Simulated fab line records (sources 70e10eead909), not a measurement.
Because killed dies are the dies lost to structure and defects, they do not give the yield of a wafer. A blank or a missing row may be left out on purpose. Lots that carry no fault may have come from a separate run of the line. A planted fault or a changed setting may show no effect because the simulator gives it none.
Comparing a struck lot with a sound one / flow nand-harc / 41 steps out of a route of 1159
Sound: the wafers L850.1, L850.3, L850.5. Struck: wafers L851.1, L851.3, L851.5. The cause is named last.
Per side, at each step with rows, come the tool, then ch with its chambers, and then its first start. Under that, the readings that differ: sound wafers / struck wafers / difference of the means / sigmas: that difference in standard deviations of wafers without a fault.
alike: words and numbers the same on both sides, and readings whose means are apart by under 2 such deviations; not compared: readings that were withheld, readings missing a value for some wafer, numbers with overlapping values and no deviation given by the record, and bounds like >300 which may hide the same value.
Wherever a step has rows on one side only, a row that says differs or no value, or a row with sigmas, the two part there. Numbers that have no deviation but don't overlap get no sigmas and don't part them. Lack of a reading on every wafer of one side parts them only where that side has two or more wafers.

NHARC_THIN_TSV_CD_MEAS_12: the cd target is 1000 nm.
  sound on cd-sem-03 ch 0, day 20 00:31; struck on cd-sem-02 ch 0, day 20 07:40
  alike: cd-nm
then, 4 steps without rows for these wafers: NHARC_THIN_TSV_HARDBAKE_13 (time 80 s); NHARC_THIN_TSV_DESCUM_14 (chemistry O2, time 3 s); NHARC_THIN_TSV_ETCH_44 (etches the open film in CF4/O2, target depth 1594.2 nm, time 797.1 s); NHARC_THIN_TSV_ETCH_15 (target depth 3000 nm, bosch target overetch cycles 2, bosch etch step 2.8 s).
NHARC_THIN_TSV_CD_MEAS_16:
  struck on cd-sem-03, day 20 08:37; sound on cd-sem-02, day 20 01:29
  alike: cd-nm
NHARC_THIN_TSV_STRIP_45: strips in O2.
  sound on plasma-asher-02 ch 0,1, day 20 01:33; struck on plasma-asher-01 ch 0,1, day 20 08:44
  alike: drypump-motor-current-A, heater-power-w
  not compared: rf-hours-counter-h
then, 2 steps without rows for these wafers: NHARC_THIN_TSV_STRIP_46 (strips in post etch residue remover, time 1200 s); NHARC_THIN_TSV_DEP_47 (deposits SiO2, target thk 200 nm).
NHARC_THIN_TSV_ETCHBACK_48: etches the open film in C4F8/Ar, target depth 1028.5 nm, time 405.17 s.
  sound on rie-diel-10 ch 0,1,2, day 20 02:46; struck on rie-diel-05 ch 1,3, day 20 09:53
  alike: oes-product-au, rf-vpp-V
  not compared: rf-hours-counter-h
then, 2 steps without rows for these wafers: NHARC_THIN_TSV_STRIP_62 (strips in N2/H2, time 20 s); NHARC_THIN_TSV_DEGAS_49 (time 120 s).
NHARC_THIN_TSV_PRE_CLEAN_50: time 30 s.
  struck on pvd-sputter-01, day 20 10:32; sound on pvd-sputter-02, day 20 03:29
  alike: heater-power-w
then, 6 steps without rows for these wafers: NHARC_THIN_TSV_PVD_19 (deposits TaN, target thk 20 nm); NHARC_THIN_TSV_PVD_51 (deposits Cu, target thk 100 nm); NHARC_THIN_TSV_ECD_20 (material Cu, target thk 2000 nm); NHARC_THIN_TSV_ANNEAL_52 (time 90 s); NHARC_THIN_TSV_CMP_21 (polishes, t overpolish 30 s, target thk 2000 nm); NHARC_THIN_TSV_SRD_23.
NHARC_THIN_TSV_DEGAS_53: time 60 s.
  struck on pvd-sputter-03, day 20 12:26; sound on pvd-sputter-01, day 20 05:25
  alike: heater-power-w
NHARC_THIN_TSV_PRE_CLEAN_54: time 30 s.
  struck on pvd-sputter-03, day 20 12:31; sound on pvd-sputter-01, day 20 05:30
  alike: heater-power-w
then, 10 steps without rows for these wafers: NHARC_THIN_TSV_PVD_55 (deposits TiN, target thk 50 nm); NHARC_THIN_TSV_PVD_24 (deposits Al, target thk 800 nm); NHARC_THIN_TSV_DEHYDRATE_25 (time 120 s); NHARC_THIN_TSV_HMDS_26 (time 30 s); NHARC_THIN_TSV_COAT_27; NHARC_THIN_TSV_SOFTBAKE_28 (time 95 s); NHARC_THIN_TSV_EBR_29; NHARC_THIN_TSV_EXPOSE_30 (exposes mask PAD); NHARC_THIN_TSV_PEB_31 (peb time 85 s); NHARC_THIN_TSV_DEVELOP_32 (time 70 s).
NHARC_THIN_TSV_CD_MEAS_33: the cd target is 5000 nm.
  sound on cd-sem-03 ch 0, day 20 06:25; struck on cd-sem-01 ch 0, day 20 13:34
  alike: cd-nm
then, 3 steps without rows for these wafers: NHARC_THIN_TSV_HARDBAKE_34 (time 80 s); NHARC_THIN_TSV_DESCUM_35 (chemistry O2, time 3 s); NHARC_THIN_TSV_ETCH_59 (etches the open film in Cl2/BCl3, target depth 880 nm, time 138.1 s).
NHARC_THIN_TSV_ETCH_36: etches the open film in Cl2/BCl3, target depth 65 nm, time 18.571 s.
  sound on rie-metal-03 ch 0,1, day 20 06:59; struck on rie-metal-02 ch 0,1, day 20 14:08
  alike: drypump-motor-current-A, he-backside-leak-sccm, oes-product-au
  not compared: rf-hours-counter-h
then, 2 steps without rows for these wafers: NHARC_THIN_TSV_STRIP_56 (strips in O2); NHARC_THIN_TSV_STRIP_57 (strips in post etch residue remover, time 1200 s).
NHARC_THIN_TSV_CD_MEAS_37:
  struck on cd-sem-03, day 20 15:01; sound on cd-sem-03, day 20 07:52
  alike: cd-nm
then, 1 step without rows for these wafers: NHARC_THIN_TSV_ANNEAL_58 (time 1800 s).
NHARC_END_SORT_01:
  sound on prober-01 ch 0, day 20 15:22; struck on prober-02 ch 0, day 21 08:42
reading=defect-limited-yield (%); sound=96.0 95.3 96.0; struck=93.2 86.7 91.3; difference=-5.4; sigmas=-4
reading=killed-at-other; sound=1 4 3; struck=31 71 43; difference=+46; sigmas=+46
reading=killed-dies; sound=27 32 27; struck=46 90 59; difference=+36; sigmas=+4
reading=sort_bin_2_pct (%); sound=0.9 1.8 1.0; struck=2.7 6.6 3.8; difference=+3.1; sigmas=+6
reading=sort_bin_3_pct (%); sound=0.15 0 0.15; struck=1.48 2.22 2.07; difference=+1.82; sigmas=+9
reading=sort-n-pass; sound=650 645 650; struck=631 587 618; difference=-36; sigmas=-4
reading=sort-rim-yield-pct (%); sound=98 96 94; struck=87 88 80; difference=-11; sigmas=-3
reading=sort-yield-pct (%); sound=96.0 95.3 96.0; struck=93.2 86.7 91.3; difference=-5.4; sigmas=-4
  alike: killed-at-array, killed-at-periphery, killed-open, killed-short, sort_bin_4_pct

WHERE THEY PART
Only at NHARC_END_SORT_01, as far as this record shows.

WHY: what the simulator had put in
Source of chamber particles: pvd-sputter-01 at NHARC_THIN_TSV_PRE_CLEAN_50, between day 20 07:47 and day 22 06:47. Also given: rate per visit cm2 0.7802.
